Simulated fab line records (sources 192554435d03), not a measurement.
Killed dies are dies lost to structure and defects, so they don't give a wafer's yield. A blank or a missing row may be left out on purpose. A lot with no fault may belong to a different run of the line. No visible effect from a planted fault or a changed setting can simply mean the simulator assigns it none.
Matching of chambers -- flow n5-finfet -- N5_BEOL_M11_ETCH_61 on rie-diel-03: 3 sister chambers
The step etches SiARC in CF4, target depth 39 nm, time 65 s. 3 wafers are shown with their chamber, then 6 later ones without.

== WAFERS, EACH WITH ITS CHAMBER ==
wafer,chamber,showerhead-plenum-p-Torr (Torr)
L087.2,0,2.08
L090.1,3,2.22
L089.2,2,2.09

== WAFERS WHOSE CHAMBER IS MISSING ==
wafer,showerhead-plenum-p-Torr (Torr)
L089.3,2.07
L089.6,2.09
L092.3,2.07
L092.6,2.09
L097.1,2.07
L097.4,2.21

== EACH ONE'S CHAMBER ==
wafer,from the rows above,in truth
L089.3,can't be placed: 0 or 2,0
L089.6,can't be placed: 2 or 0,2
L092.3,can't be placed: 0 or 2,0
L092.6,can't be placed: 2 or 0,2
L097.1,can't be placed: 0 or 2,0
L097.4,3,3
Correctly placed: 1 of 6. Unplaceable from these rows: 5, with the true chamber sitting among the candidates in 5. Wrongly placed: 0.
How it was worked out, from the rows above alone: a wafer's distance from a chamber is the root of the sum, over the readings, of the square of ((its reading less the chamber's mean) divided by the reading's scatter). The wafer belongs to the nearest chamber; if the next one is less than 2 further off, it can't be placed. Each chamber's mean is taken over the wafers shown for it. The scatter: root of mean squared gap, hidden wafer to nearest shown wafer, with one shown wafer a chamber.
